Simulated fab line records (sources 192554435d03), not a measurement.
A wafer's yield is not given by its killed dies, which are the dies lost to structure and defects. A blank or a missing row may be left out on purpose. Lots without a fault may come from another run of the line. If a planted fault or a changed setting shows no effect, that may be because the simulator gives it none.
2 desks looking at one fault -- flow n5Finfet -- each desk holds nothing but its own numbers, with what lay behind them at the end

== TOOL OWNER'S DESK, lithoTrack-03 ==
The tool's own readings at N5_BEOL_M9_COAT_59 (time 60 s, resist thk 100 nm): means of the sampled wafers that have a number, for each lot that ran on this tool. A lot is out of limits, marked OUT, if its mean lies more than 4 standard deviations from the usual mean; the brackets give that distance.
Columns: A = exhaustPa at N5_BEOL_M9_COAT_59, usual 44.9 Pa; B = resistLineTempC at N5_BEOL_M9_COAT_59, usual 23.00 C; C = spinSpeedRpm at N5_BEOL_M9_COAT_59, usual 1500.1 rpm
lot,first seen here,A,B,C
L639,day 10 15:50,46.5,23.04,1500.8
L641,day 11 05:08,45.2,23.08,1500.4
L642,day 11 11:44,44.8,23.00,1500.2
L652,day 13 16:17,45.7,22.81,1455.0 (-38) OUT
L654,day 14 04:58,43.5,23.02,1454.8 (-38) OUT
This desk's finding: out of limits on L652, L654; first on L652, day 13 16:17 (spinSpeedRpm at N5_BEOL_M9_COAT_59). Within limits: L639, L641, L642.

== THE METROLOGY DESK ==
What the gauges read for every lot (on any tool): the sampled wafers with a number, averaged. A lot is out of limits, marked OUT, if its mean lies more than 4 standard deviations from the usual mean; the brackets give that distance.
Columns: A = M9_OVL at N5_BEOL_M9_OVL_MEAS_12, usual 0.1 nm
lot,first seen here,A
L636,day 9 14:35,1.1
L637,day 10 07:18,1.1
L638,day 10 11:43,-0.1
L639,day 10 16:14,0.9
L640,day 10 19:39,-0.4
L641,day 11 05:25,0.1
L642,day 11 12:08,-0.1
L643,day 11 15:10,-0.2
L646,day 11 16:44,-0.5
L644,day 11 23:13,0.8
L652,day 13 16:34,-0.6
L654,day 14 05:22,-0.1
This desk found nothing out of limits on any of the 12 lots.

== PUT TOGETHER ==
On L652, L654, at day 13 16:17, an alarm was possible from the tool owner's desk.
Metrology desk: nothing out of limits seen.
The metrology desk has L652, L654 on record, within its limits.
On lithoTrack-03, each named lot ran N5_BEOL_M9_COAT_59.

== WHAT WAS PUT IN BY THE SIMULATOR ==
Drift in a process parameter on lithoTrack-03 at N5_BEOL_M9_COAT_59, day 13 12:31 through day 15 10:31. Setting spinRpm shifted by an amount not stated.
Shown lots that were struck: L652, L654.
Hours from the fault's start to each desk's first reading out of limits: the tool owner's desk, 4.
